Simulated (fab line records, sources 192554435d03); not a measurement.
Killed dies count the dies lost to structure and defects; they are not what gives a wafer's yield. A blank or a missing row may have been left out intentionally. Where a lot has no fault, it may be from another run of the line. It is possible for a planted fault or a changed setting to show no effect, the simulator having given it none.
fab line records + flow n5_finfet
[record]
- lots = 9
- wafers = 25
- last_day = 21
route steps=1938 shown BEOL_M0_SAQP@679 BEOL_M0_CUTY@708 BEOL_M0@722 BEOL_M4@1111 PASSIVATION@1936
lots that met no fault: taken from a fault-free run of the same line
start_h: hours from the record's opening day to when the first of the lot's shown wafers began + wait_h: hours elapsed since this lot's preceding step + " the same as in the row above + L1.1+2: one row covering several wafers at once + - either no value or no given start + * or withheld: withheld + < > ~ a bound
route shown NAME@n: names a module that has steps shown in the file, with the first one's number in the route + usual: mean/standard deviation of fault-free wafers + same: alike in all rows + chamber/n: place in a boat + sites: the reading at each site + _std_site: how widely they spread, as a standard deviation + _edge_site: outer sites' mean less inner sites' + radius_mm: for every site, how far away it sits from the centre of the wafer + mask NAME#n: copy n + behind: the tool/chamber that last shaped the wafer + hold: cause of the lot's hold/its duration in hours/its outcome + device: transistor that didn't switch, given as n, p or np + end of line: tests run on the same wafers once the route is complete + for a step that has no rows: nothing shown but its recipe + killed: at the first sort, the dies lost to defects and structure; wafer yield is something else + map: a wafer's dies, x killed, . not, _ none there
set.NAME: the setting as run; set.NAME@STEP: as run at that earlier step + model.NAME: the simulator's own value behind a step, which no gauge read
route steps across a sampled set of lots; one table per step, one row per wafer
services: from which hour (start_h, from the record's first day; less than 0 if before it) a tool's chamber was out of use, for how many hours, and why
[[steps]]
[step N5_BEOL_M0_SAQP_CD_MEAS_29]
[recipe]
- target_cd_nm = 14.4
- landing_energy_ev = 1000
- detector = se_inlens
[usual]
- cd_nm = 15.04/0.23
| lot.wafer | tool      | chamber | start_h | wait_h | cd_nm |
|-----------|-----------|---------|---------|--------|-------|
| L843.1    | cd_sem-01 | 0       | 120.67  | 0.1    | 15.13 |
| L843.4    | "         | 0       | "       | "      | 14.96 |
| L843.6    | "         | 0       | "       | "      | 15.18 |
| L848.1    | cd_sem-02 | 0       | 162.30  | 0.1    | 14.60 |
| L848.2    | "         | 0       | "       | "      | 15.26 |
| L848.5    | "         | 0       | "       | "      | 15.06 |
| L852.1    | cd_sem-02 | 0       | 175.20  | 0.1    | 14.92 |
| L852.3    | "         | 0       | "       | "      | 15.01 |
| L853.3    | cd_sem-01 | 0       | 183.60  | 0.1    | 15.23 |
| L853.4    | "         | 0       | "       | "      | 14.99 |
| L858.1    | cd_sem-02 | 0       | 210.15  | 0.1    | 15.53 |
| L858.2    | "         | 0       | "       | "      | 15.18 |
| L858.4    | "         | 0       | "       | "      | 15.09 |
| L859.1    | cd_sem-03 | 0       | 221.43  | 0.1    | 15.49 |
| L859.4    | "         | 0       | "       | "      | 14.75 |
| L859.6    | "         | 0       | "       | "      | 15.28 |
| L860.1    | cd_sem-03 | 0       | 224.88  | 0.1    | 15.17 |
| L860.5    | "         | 0       | "       | "      | 14.95 |
| L860.6    | "         | 0       | "       | "      | 14.79 |
| L862.2    | cd_sem-01 | 0       | 239.49  | 0.1    | 14.98 |
| L862.3    | "         | 0       | "       | "      | 15.00 |
| L862.5    | "         | 0       | "       | "      | 14.87 |
| L864.1    | cd_sem-02 | 0       | 253.52  | 0.1    | 15.08 |
| L864.2    | "         | 0       | "       | "      | 15.03 |
| L864.4    | "         | 0       | "       | "      | 15.18 |
[step N5_BEOL_M0_CUTY_CD_MEAS_57]
[recipe]
- target_cd_nm = 200
- landing_energy_ev = 500
- detector = se_inlens
- polarity = line
[usual]
- cd_nm = 200.4/1.1
| lot.wafer | tool      | chamber | start_h | wait_h | cd_nm |
|-----------|-----------|---------|---------|--------|-------|
| L843.1    | cd_sem-01 | 0       | 122.52  | -      | 199.6 |
| L843.4    | "         | 0       | "       | "      | 199.3 |
| L843.6    | "         | 0       | "       | "      | 199.8 |
| L848.1    | cd_sem-03 | 0       | 164.44  | -      | 202.0 |
| L848.2    | "         | 0       | "       | "      | 201.9 |
| L848.5    | "         | 0       | "       | "      | 201.4 |
| L852.1    | cd_sem-02 | 0       | 177.26  | -      | 200.5 |
| L852.3    | "         | 0       | "       | "      | 200.9 |
| L853.3    | cd_sem-01 | 0       | 185.33  | -      | 201.3 |
| L853.4    | "         | 0       | "       | "      | 200.8 |
| L858.1    | cd_sem-02 | 0       | 211.89  | -      | 201.1 |
| L858.2    | "         | 0       | "       | "      | 200.9 |
| L858.4    | "         | 0       | "       | "      | 199.8 |
| L859.1    | cd_sem-01 | 0       | 223.21  | -      | 199.6 |
| L859.4    | "         | 0       | "       | "      | 200.7 |
| L859.6    | "         | 0       | "       | "      | 199.5 |
| L860.1    | cd_sem-02 | 0       | 226.53  | -      | 200.1 |
| L860.5    | "         | 0       | "       | "      | 201.1 |
| L860.6    | "         | 0       | "       | "      | 199.5 |
| L862.2    | cd_sem-01 | 0       | 241.92  | -      | 200.6 |
| L862.3    | "         | 0       | "       | "      | 200.1 |
| L862.5    | "         | 0       | "       | "      | 202.2 |
| L864.1    | cd_sem-03 | 0       | 255.44  | -      | 199.8 |
| L864.2    | "         | 0       | "       | "      | 198.6 |
| L864.4    | "         | 0       | "       | "      | 199.3 |
[step N5_BEOL_M0_CUTY_ETCH_62]
[recipe]
- chemistry = CF4
- target = SiARC
- mask_material = CAR-ArF-block
- time_s = 58.5
- ion_energy_ev = 80
- pressure_mtorr = 40
- source_w = 545
- bias_w = 36
- Ar_flow_sccm = 100
- cf4_flow_sccm = 100
- ends = cleared
[usual]
- cf4_flow_sccm = 100.0/0.32
- drypump_motor_current_A = 5.6/0.5
- etch_rf_on_time_s = 59.0/1.5
- mfc_ar_sccm = 100.00/0.29
- oes_product_au = 0.66/0.069
- rf_vpp_V = 184.0/1.1
- showerhead_plenum_p_Torr = 2.14/0.049
- throttle_valve_pct = 15.47/0.16
| lot.wafer | tool        | chamber | start_h | wait_h | cf4_flow_sccm | drypump_motor_current_A | etch_rf_on_time_s | mfc_ar_sccm | oes_product_au | rf_hours_counter_h | rf_vpp_V | showerhead_plenum_p_Torr | throttle_valve_pct |
|-----------|-------------|---------|---------|--------|---------------|-------------------------|-------------------|-------------|----------------|--------------------|----------|--------------------------|--------------------|
| L843.1    | rie_diel-01 | 1       | 122.65  | 0.0    | 99.5          | 5.1                     | 59.7              | 99.94       | 0.64           | 145                | 186.1    | 2.22                     | 15.47              |
| L843.4    | "           | 0       | "       | "      | 100.3         | 5.5                     | 59.0              | 99.75       | 0.62           | 176                | 184.5    | 2.14                     | 15.67              |
| L843.6    | "           | 0       | "       | "      | 99.7          | 5.5                     | 59.5              | 99.98       | 0.62           | -                  | 183.5    | 2.14                     | 15.67              |
| L848.1    | rie_diel-01 | 0       | 164.56  | 0.0    | 99.6          | 5.5                     | 59.3              | 100.08      | 0.61           | 185                | 184.1    | 2.14                     | 15.70              |
| L848.2    | "           | 1       | "       | "      | 99.9          | 5.1                     | 59.0              | 100.20      | 0.64           | 153                | 184.7    | 2.22                     | 15.48              |
| L848.5    | "           | 1       | "       | "      | 99.8          | 5.0                     | 59.5              | 100.42      | 0.64           | -                  | 184.6    | 2.22                     | 15.47              |
| L852.1    | rie_diel-01 | 2       | 177.51  | 0.0    | 100.0         | 5.2                     | 83.9              | 99.92       | 0.50           | 228                | 182.5    | 2.04                     | 15.54              |
| L852.3    | "           | 1       | "       | "      | 100.2         | 5.1                     | 59.2              | 100.27      | 0.63           | 156                | 185.0    | 2.22                     | 15.49              |
| L853.3    | rie_diel-01 | 0       | 185.45  | 0.0    | 99.9          | 5.5                     | 59.3              | 100.04      | 0.61           | 190                | 184.1    | 2.14                     | 15.70              |
| L853.4    | "           | 2       | "       | "      | 99.8          | 5.2                     | 86.0              | 99.50       | 0.50           | 231                | 183.0    | 2.04                     | 15.56              |
| L858.1    | rie_diel-05 | 3       | 212.01  | 0.0    | 100.1         | 5.2                     | 60.0              | 100.00      | 0.78           | 24                 | 184.4    | 2.11                     | 15.36              |
| L858.2    | "           | 1       | "       | "      | 99.9          | 6.4                     | 60.4              | 99.83       | 0.72           | 42                 | 183.7    | 2.11                     | 15.27              |
| L858.4    | "           | 2       | "       | "      | 99.8          | 5.3                     | 57.7              | 99.96       | 0.64           | 145                | 185.2    | 2.16                     | 15.36              |
| L859.1    | rie_diel-04 | 1       | 223.36  | 0.0    | 99.6          | 6.3                     | 57.8              | 99.84       | 0.74           | 43                 | 185.3    | 2.17                     | 15.57              |
| L859.4    | "           | 3       | "       | "      | 100.4         | 6.5                     | 58.1              | 99.83       | 0.61           | 217                | 185.3    | 2.20                     | 15.50              |
| L859.6    | "           | 0       | "       | "      | 99.9          | 5.8                     | 59.8              | 100.07      | 0.57           | -                  | 183.0    | 2.12                     | 15.66              |
| L860.1    | rie_diel-04 | 2       | 226.95  | 0.0    | 100.1         | 4.9                     | 62.8              | 99.91       | 0.61           | 156                | 185.0    | 2.14                     | 15.24              |
| L860.5    | "           | 0       | "       | "      | 100.1         | 5.7                     | 60.1              | 99.90       | 0.57           | -                  | 184.9    | 2.12                     | 15.67              |
| L860.6    | "           | 1       | "       | "      | 99.9          | 6.3                     | 57.5              | 100.26      | 0.75           | -                  | 183.7    | 2.17                     | 15.57              |
| L862.2    | rie_diel-04 | 2       | 242.04  | 0.0    | 99.3          | 4.9                     | 62.7              | 100.12      | 0.61           | 161                | 184.4    | 2.13                     | 15.24              |
| L862.3    | "           | 3       | "       | "      | 100.4         | 6.5                     | 58.5              | 99.85       | 0.60           | 225                | 184.6    | 2.19                     | 15.52              |
| L862.5    | "           | 1       | "       | "      | 99.9          | 6.4                     | 57.4              | 99.90       | 0.73           | -                  | 184.4    | 2.17                     | 15.57              |
| L864.1    | rie_diel-01 | 3       | 255.60  | 0.0    | 100.1         | 5.6                     | 57.7              | 100.14      | 0.71           | 86                 | 183.6    | 2.08                     | 15.32              |
| L864.2    | "           | 1       | "       | "      | 100.3         | 5.0                     | 59.1              | 100.26      | 0.62           | 189                | 184.6    | 2.20                     | 15.57              |
| L864.4    | "           | 1       | "       | "      | 100.3         | 5.1                     | 58.5              | 100.30      | 0.62           | -                  | 185.0    | 2.20                     | 15.55              |
[step N5_BEOL_M0_STRIP_142]
[recipe]
- chemistry = N2/H2
- time_s = 10
- power_w = 450
- temp_c = 40
- pressure_mtorr = 20
- rf_frequency_hz = 6e+07
- bias_power_w = 7
- n2_flow_sccm = 200
- h2_flow_sccm = 200
[usual]
- drypump_motor_current_A = 5.6/0.53
- oes_product_au = 0.78/0.081
- rf_vpp_V = 59.1/0.73
- showerhead_plenum_p_Torr = 2.54/0.074
- throttle_valve_pct = 23.37/0.3
[same]
- time_s = 10
| lot.wafer | tool        | chamber | start_h | wait_h | drypump_motor_current_A | oes_product_au | rf_hours_counter_h | rf_vpp_V | showerhead_plenum_p_Torr | throttle_valve_pct |
|-----------|-------------|---------|---------|--------|-------------------------|----------------|--------------------|----------|--------------------------|--------------------|
| L843.1    | rie_diel-04 | 0       | 124.76  | 0.0    | 5.8                     | 0.69           | 213                | 58.2     | 2.48                     | 23.05              |
| L843.4    | "           | 2       | "       | "      | 4.9                     | 0.76           | 124                | 59.9     | 2.56                     | 23.16              |
| L843.6    | "           | 2       | "       | "      | 4.9                     | 0.76           | -                  | 58.8     | 2.56                     | 23.17              |
| L848.1    | rie_diel-05 | 3       | 169.28  | 0.0    | 5.2                     | 0.95           | 13                 | 58.9     | 2.49                     | 23.43              |
| L848.2    | "           | 1       | "       | "      | 6.4                     | 0.89           | 31                 | 59.7     | 2.49                     | 23.21              |
| L848.5    | "           | 0       | "       | "      | 5.3                     | 0.81           | -                  | 60.0     | 2.56                     | 23.25              |
| L852.1    | rie_diel-01 | 2       | 179.56  | 0.0    | 5.2                     | 0.68           | 228                | 59.4     | 2.39                     | 23.10              |
| L852.3    | "           | 1       | "       | "      | 5.1                     | 0.74           | 157                | 59.9     | 2.69                     | 24.01              |
| L853.3    | rie_diel-01 | 2       | 186.44  | 0.0    | 5.3                     | 0.68           | 231                | 59.0     | 2.39                     | 23.12              |
| L853.4    | "           | 1       | "       | "      | 5.1                     | 0.73           | 159                | 59.4     | 2.69                     | 24.00              |
| L858.1    | rie_diel-05 | 2       | 213.31  | 0.0    | 5.4                     | 0.77           | 146                | 59.1     | 2.53                     | 23.14              |
| L858.2    | "           | 0       | "       | "      | 5.3                     | 0.80           | 108                | 59.4     | 2.55                     | 23.26              |
| L858.4    | "           | 1       | "       | "      | 6.4                     | 0.88           | 43                 | 59.3     | 2.48                     | 23.22              |
| L859.1    | rie_diel-04 | 2       | 227.26  | 0.0    | 4.9                     | 0.74           | 156                | 58.8     | 2.54                     | 23.21              |
| L859.4    | "           | 3       | "       | "      | 6.6                     | 0.71           | 219                | 59.2     | 2.60                     | 23.22              |
| L859.6    | "           | 2       | "       | "      | 4.9                     | 0.73           | -                  | 59.8     | 2.54                     | 23.21              |
| L860.1    | rie_diel-01 | 2       | 230.85  | 0.0    | 5.2                     | 0.67           | 247                | 59.1     | 2.39                     | 23.14              |
| L860.5    | "           | 2       | "       | "      | 5.2                     | 0.67           | -                  | 59.9     | 2.39                     | 23.14              |
| L860.6    | "           | 1       | "       | "      | 5.1                     | 0.73           | -                  | 58.1     | 2.68                     | 24.04              |
| L862.2    | rie_diel-04 | 0       | 245.37  | 0.0    | 5.7                     | 0.65           | 249                | 59.7     | 2.47                     | 23.11              |
| L862.3    | "           | 3       | "       | "      | 6.6                     | 0.70           | 226                | 59.1     | 2.60                     | 23.23              |
| L862.5    | "           | 3       | "       | "      | 6.6                     | 0.70           | -                  | 60.4     | 2.60                     | 23.22              |
| L864.1    | rie_diel-05 | 3       | 257.18  | 0.0    | 5.2                     | 0.90           | 40                 | 59.2     | 2.48                     | 23.46              |
| L864.2    | "           | 0       | "       | "      | 5.3                     | 0.79           | 123                | 59.8     | 2.54                     | 23.28              |
| L864.4    | "           | 1       | "       | "      | 6.4                     | 0.85           | 57                 | 60.4     | 2.48                     | 23.24              |
[step N5_BEOL_M4_RC_MEAS_101]
[usual]
- DIBL_N = 37.1/2.6
- DIBL_P = 38/3
- IOFF_N = 0.18/0.052
- IOFF_P = 0.25/0.06
- ION_N = 678/15
- ION_P = 467/8.6
- SS_N = 71.7/0.73
- SS_P = 73.7/0.89
- VT_N = 249/4.3
- VT_P = -248/3.8
| lot.wafer | tool      | chamber | start_h | wait_h | DIBL_N[mV/V] | DIBL_P[mV/V] | IOFF_N[nA/um] | IOFF_P[nA/um] | ION_N[uA/um] | ION_P[uA/um] | SS_N[mV/dec] | SS_P[mV/dec] | VT_N[mV] | VT_P[mV] |
|-----------|-----------|---------|---------|--------|--------------|--------------|---------------|---------------|--------------|--------------|--------------|--------------|----------|----------|
| L843.1    | prober-02 | 0       | 245.30  | 0.0    | 36.0         | 34           | 0.14          | 0.20          | 676          | 465          | 71.2         | 72.9         | 248      | -250     |
| L843.4    | "         | 0       | "       | "      | 36.3         | 36           | 0.17          | 0.24          | 692          | 472          | 71.6         | 73.4         | 244      | -246     |
| L843.6    | "         | 0       | "       | "      | 36.3         | 35           | 0.15          | 0.24          | 691          | 474          | 71.2         | 72.7         | 249      | -248     |
| L848.1    | prober-02 | 0       | 265.89  | 0.1    | 37.1         | 39           | 0.18          | 0.24          | 674          | 463          | 72.0         | 74.2         | 250      | -248     |
| L848.2    | "         | 0       | "       | "      | 38.0         | 41           | 0.21          | 0.29          | 686          | 476          | 71.8         | 74.3         | 249      | -247     |
| L848.5    | "         | 0       | "       | "      | 34.7         | 37           | 0.14          | 0.21          | 667          | 463          | 70.5         | 73.3         | 252      | -247     |
| L852.1    | prober-02 | 0       | 294.35  | 0.0    | 36.6         | 37           | 0.17          | 0.21          | 681          | 462          | 72.2         | 73.4         | 250      | -248     |
| L852.3    | "         | 0       | "       | "      | 36.7         | 37           | 0.16          | 0.21          | 671          | 460          | 71.5         | 73.6         | 250      | -251     |
| L853.3    | prober-02 | 0       | 300.52  | 0.3    | 36.7         | 38           | 0.18          | 0.25          | 675          | 469          | 71.2         | 73.2         | 246      | -249     |
| L853.4    | "         | 0       | "       | "      | 35.2         | 37           | 0.16          | 0.24          | 693          | 476          | 70.9         | 74.2         | 249      | -247     |
| L858.1    | prober-02 | 0       | 326.89  | 0.0    | 36.8         | 38           | 0.15          | 0.25          | 675          | 469          | 71.2         | 73.1         | 253      | -245     |
| L858.2    | "         | 0       | "       | "      | 37.6         | 39           | 0.18          | 0.29          | 680          | 478          | 71.5         | 73.6         | 247      | -245     |
| L858.4    | "         | 0       | "       | "      | 42.1         | 43           | 0.30          | 0.40          | 712          | 482          | 72.6         | 75.5         | 241      | -240     |
| L860.1    | prober-01 | 0       | 348.65  | 0.0    | 35.4         | 38           | 0.15          | 0.20          | 669          | 457          | 71.1         | 73.4         | 253      | -252     |
| L860.5    | "         | 0       | "       | "      | 36.7         | 39           | 0.18          | 0.22          | 688          | 465          | 71.8         | 73.7         | 246      | -252     |
| L860.6    | "         | 0       | "       | "      | 35.1         | 38           | 0.15          | 0.21          | 669          | 460          | 71.3         | 73.4         | 251      | -251     |
| L859.1    | prober-01 | 0       | 351.78  | 0.7    | 32.3         | 34           | 0.11          | 0.17          | 661          | 452          | 70.5         | 71.0         | 253      | -252     |
| L859.4    | "         | 0       | "       | "      | 36.0         | 38           | 0.17          | 0.25          | 662          | 461          | 72.2         | 74.0         | 247      | -248     |
| L859.6    | "         | 0       | "       | "      | 32.8         | 34           | 0.12          | 0.18          | 671          | 469          | 70.6         | 71.9         | 254      | -252     |
| L864.1    | prober-02 | 0       | 375.35  | 0.0    | 39.7         | 42           | 0.26          | 0.32          | 694          | 474          | 72.8         | 75.2         | 241      | -245     |
| L864.2    | "         | 0       | "       | "      | 40.2         | 42           | 0.25          | 0.33          | 682          | 475          | 72.6         | 74.5         | 246      | -245     |
| L864.4    | "         | 0       | "       | "      | 38.0         | 39           | 0.22          | 0.26          | 681          | 466          | 72.4         | 74.2         | 245      | -246     |
| L862.2    | prober-01 | 0       | 402.72  | 0.2    | 43.7         | 45           | 0.34          | 0.39          | 692          | 472          | 73.6         | 75.9         | 243      | -243     |
| L862.3    | "         | 0       | "       | "      | 38.2         | 38           | 0.18          | 0.24          | 696          | 478          | 71.0         | 73.4         | 249      | -248     |
| L862.5    | "         | 0       | "       | "      | 37.7         | 37           | 0.17          | 0.23          | 677          | 467          | 71.5         | 74.3         | 250      | -248     |
[step N5_PASSIVATION_PROBE_49]
[usual]
- defect_limited_yield = 91.4/1.4
- killed_at_M0_to_M3 = 34/9.1
- killed_at_M4_up = 14/5.2
- killed_at_contacts = 12/6.4
- killed_at_front_end = 38/11
- killed_at_other = 3.7/2.8
- killed_dies = 102/17
- killed_on_rim = 14/3.9
- killed_open = 68/13
- killed_short = 32/7.8
- sort_bin_4_leakage = 0.05/0.3
- sort_bin_5_function = 5.1/1
- sort_bin_6_memory = 3.2/0.66
- sort_n_pass = 1076/19
- sort_yield_pct = 91.2/1.6
[same]
- gross_dies = 1180
- killed_at_back_side = 0
- sort_bin_8_speed[%] = 0
| lot.wafer | tool      | chamber | start_h | wait_h | defect_limited_yield[%] | killed_at_M0_to_M3 | killed_at_M4_up | killed_at_contacts | killed_at_front_end | killed_at_other | killed_dies | killed_on_rim | killed_open | killed_short | sort_bin_4_leakage[%] | sort_bin_5_function[%] | sort_bin_6_memory[%] | sort_n_pass | sort_yield_pct[%] |
|-----------|-----------|---------|---------|--------|-------------------------|--------------------|-----------------|--------------------|---------------------|-----------------|-------------|---------------|-------------|--------------|-----------------------|------------------------|----------------------|-------------|-------------------|
| L843.1    | prober-01 | -       | 350.21  | 0.0    | 92.1                    | 36                 | 11              | 8                  | 36                  | 2               | 93          | 13            | 46          | 44           | 0                     | 5.0                    | 2.7                  | 1087        | 92.1              |
| L843.4    | prober-01 | -       | 350.36  | 0.2    | 92.1                    | 32                 | 8               | 11                 | 39                  | 3               | 93          | 10            | 55          | 37           | 0                     | 5.4                    | 2.1                  | 1087        | 92.1              |
| L843.6    | prober-01 | -       | 350.46  | 0.3    | 94.1                    | 26                 | 5               | 5                  | 31                  | 3               | 70          | 10            | 42          | 25           | 0                     | 3.6                    | 2.2                  | 1110        | 94.1              |
| L848.1    | prober-02 | -       | 369.52  | 0.0    | 93.0                    | 31                 | 12              | 12                 | 28                  | 0               | 83          | 8             | 56          | 24           | 0                     | 3.2                    | 3.7                  | 1097        | 93.0              |
| L848.2    | prober-02 | -       | 369.57  | 0.1    | 92.0                    | 25                 | 20              | 6                  | 42                  | 1               | 94          | 10            | 66          | 25           | 0                     | 5.2                    | 2.6                  | 1086        | 92.0              |
| L848.5    | prober-02 | -       | 369.72  | 0.2    | 93.9                    | 32                 | 10              | 11                 | 19                  | 0               | 72          | 12            | 54          | 17           | 0                     | 3.7                    | 2.3                  | 1108        | 93.9              |
| L853.3    | prober-01 | -       | 405.34  | 0.1    | 92.6                    | 36                 | 15              | 7                  | 28                  | 1               | 87          | 10            | 62          | 24           | 0                     | 4.4                    | 2.9                  | 1093        | 92.6              |
| L853.4    | prober-01 | -       | 405.39  | 0.2    | 90.1                    | 36                 | 27              | 5                  | 47                  | 2               | 117         | 18            | 85          | 27           | 0                     | 5.3                    | 4.3                  | 1063        | 90.1              |
| L858.1    | prober-01 | -       | 436.11  | 0.0    | 91.9                    | 35                 | 14              | 0                  | 45                  | 2               | 96          | 8             | 69          | 27           | 0                     | 5.1                    | 2.9                  | 1084        | 91.9              |
| L858.2    | prober-01 | -       | 436.16  | 0.1    | 90.8                    | 33                 | 12              | 8                  | 53                  | 2               | 108         | 16            | 74          | 34           | 0                     | 5.3                    | 3.6                  | 1072        | 90.8              |
| L858.4    | prober-01 | -       | 436.26  | 0.2    | 92.3                    | 25                 | 12              | 12                 | 41                  | 1               | 91          | 10            | 68          | 23           | 0.34                  | 4.3                    | 3.1                  | 1085        | 91.9              |
// killed by level:class
L843.1 BEOL_M0_SAQP:geometric_particle:short=11 MOL_CONTACT_COAG:geometric_particle:open=7 BEOL_M1:geometric_particle:open=7 BEOL_M1:geometric_particle:short=6 BEOL_M2:geometric_particle:open=6 FIN_SAQP:geometric_particle:short=5 GATE_CUT:geometric_particle:short=5 FIN_SAQP:geometric_particle:open=4
L843.4 BEOL_M1:geometric_particle:open=13 GATE_CUT:geometric_particle:short=11 FIN_SAQP:geometric_particle:open=9 FIN_SAQP:geometric_particle:short=9 MOL_CONTACT_COAG:geometric_particle:open=8 BEOL_M0_SAQP:geometric_particle:short=7 BEOL_M0_SAQP:geometric_particle:open=6 GATE_CUT:geometric_particle:open=4
L843.6 GATE_CUT:geometric_particle:short=8 BEOL_M0_SAQP:geometric_particle:open=6 FIN_SAQP:geometric_particle:short=5 BEOL_M0_SAQP:geometric_particle:short=5 STI_FIN_REVEAL:geometric_particle:open=4 MOL_CONTACT_COAG:geometric_particle:open=4 BEOL_M1:geometric_particle:open=4 BEOL_M2:geometric_particle:open=4
L848.1 MOL_CONTACT_COAG:geometric_particle:open=11 STI_FIN_REVEAL:geometric_particle:open=8 BEOL_M3:geometric_particle:open=8 BEOL_M2:geometric_particle:open=7 BEOL_M0_SAQP:geometric_particle:short=5 BEOL_M1:geometric_particle:short=4 BEOL_M4:geometric_particle:open=4 SPACER0:geometric_particle:short=3
L848.2 STI_FIN_REVEAL:geometric_particle:open=18 FIN_SAQP:geometric_particle:short=7 BEOL_M5:geometric_particle:open=7 BEOL_M0_SAQP:geometric_particle:open=6 BEOL_M2:geometric_particle:open=5 GATE_CUT:geometric_particle:short=5 DUMMY_GATE:geometric_particle:open=5 MOL_CONTACT_COAG:geometric_particle:open=5
L848.5 BEOL_M0_SAQP:geometric_particle:open=11 MOL_CONTACT_COAG:geometric_particle:open=10 BEOL_M0_SAQP:geometric_particle:short=8 STI_FIN_REVEAL:geometric_particle:open=6 BEOL_M2:geometric_particle:open=6 BEOL_M5:geometric_particle:open=5 BEOL_M3:geometric_particle:open=4 BEOL_M6:geometric_particle:open=3
L853.3 BEOL_M0_SAQP:geometric_particle:open=11 BEOL_M4:geometric_particle:open=9 FIN_SAQP:geometric_particle:open=8 BEOL_M1:geometric_particle:open=8 GATE_CUT:geometric_particle:short=5 BEOL_M2:geometric_particle:open=5 MOL_CONTACT_COAG:geometric_particle:open=4 BEOL_M0_SAQP:geometric_particle:short=4
L853.4 BEOL_M4:geometric_particle:open=14 BEOL_M2:geometric_particle:open=11 BEOL_M0_SAQP:geometric_particle:open=9 FIN_SAQP:geometric_particle:open=8 DUMMY_GATE:geometric_particle:open=8 STARTING-WAFER:geometric_particle:open=6 FIN_SAQP:geometric_particle:short=5 GATE_CUT:geometric_particle:open=5
L858.1 BEOL_M3:geometric_particle:open=13 FIN_SAQP:geometric_particle:open=12 FIN_SAQP:geometric_particle:short=8 DUMMY_GATE:geometric_particle:open=8 BEOL_M1:geometric_particle:open=8 STI_FIN_REVEAL:geometric_particle:open=5 BEOL_M2:geometric_particle:open=5 BEOL_M4:geometric_particle:open=5
L858.2 FIN_SAQP:geometric_particle:open=14 FIN_SAQP:geometric_particle:short=11 STI_FIN_REVEAL:geometric_particle:open=10 BEOL_M1:geometric_particle:open=8 MOL_CONTACT_COAG:geometric_particle:open=7 BEOL_M0_SAQP:geometric_particle:short=7 BEOL_M5:geometric_particle:open=6 BEOL_M3:geometric_particle:open=5
L858.4 BEOL_M3:geometric_particle:open=12 FIN_SAQP:geometric_particle:open=10 STI_FIN_REVEAL:geometric_particle:open=9 MOL_CONTACT_COAG:geometric_particle:open=9 BEOL_M2:geometric_particle:open=6 DUMMY_GATE:geometric_particle:open=5 FIN_SAQP:geometric_particle:short=4 GATE_CUT:geometric_particle:short=4
[[services]]
| tool        | chamber | start_h | hours | kind                          |
|-------------|---------|---------|-------|-------------------------------|
| rie_diel-05 | 3       | 105.73  | -     | clean                         |
| rie_diel-05 | 3       | 105.73  | -     | consumable_replace:focus_ring |
| rie_diel-05 | 3       | 105.73  | 15.2  | scheduled_down                |
| rie_diel-05 | 3       | 105.73  | 15.2  | vent_cycle                    |
| rie_diel-01 | 1       | 110.94  | 3.2   | repair                        |
| rie_diel-01 | -       | 123.84  | 1.0   | repair                        |
| rie_diel-04 | 0       | 130.04  | 8.7   | repair                        |
| rie_diel-01 | -       | 147.93  | 0.5   | repair                        |
| rie_diel-05 | -       | 177.06  | 2.8   | pm                            |
| rie_diel-05 | -       | 188.93  | 0.2   | repair                        |
| rie_diel-04 | 3       | 206.48  | 9.8   | repair                        |
| rie_diel-01 | 0       | 208.40  | 5.3   | repair                        |
| rie_diel-05 | -       | 208.65  | 0.6   | repair                        |
| rie_diel-01 | 3       | 226.33  | 4.3   | repair                        |
| rie_diel-05 | 1       | 232.14  | 1.4   | repair                        |
| rie_diel-01 | 2       | 238.47  | -     | clean                         |
| rie_diel-01 | 2       | 238.47  | -     | consumable_replace:focus_ring |
| rie_diel-01 | 2       | 238.47  | -     | consumable_replace:showerhead |
| rie_diel-01 | 2       | 238.47  | 17.9  | scheduled_down                |
| rie_diel-01 | 2       | 238.47  | 17.9  | vent_cycle                    |
| rie_diel-04 | 0       | 249.99  | -     | clean                         |
| rie_diel-04 | 0       | 249.99  | -     | consumable_replace:focus_ring |
| rie_diel-04 | 0       | 249.99  | 21.8  | scheduled_down                |
| rie_diel-04 | 0       | 249.99  | 21.8  | vent_cycle                    |
[[key]]
[first_sign]
- step = N5_BEOL_M0_CUTY_ETCH_62
- reading = etch_rf_on_time_s
- direction = up
- sigmas = 17
- usual = *
- struck = *
effect none on later readings
met_at N5_BEOL_M0_CUTY_ETCH_62
struck_lots L852,L853
struck_wafers L852.1,L853.4
not_acting_at N5_BEOL_M0_SAQP_CD_MEAS_29,N5_BEOL_M0_CUTY_CD_MEAS_57,N5_BEOL_M0_STRIP_142
onset_between 164.56 177.51
[fault]
- kind = process_parameter_drift
- tool = rie_diel-01
- chamber = -
- onset_h = 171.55
- steps = N5_BEOL_M0_CUTY_ETCH_62
- channel = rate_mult
- offset = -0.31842
- shape = step
- end_h = 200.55
- scope = struck_wafers_only
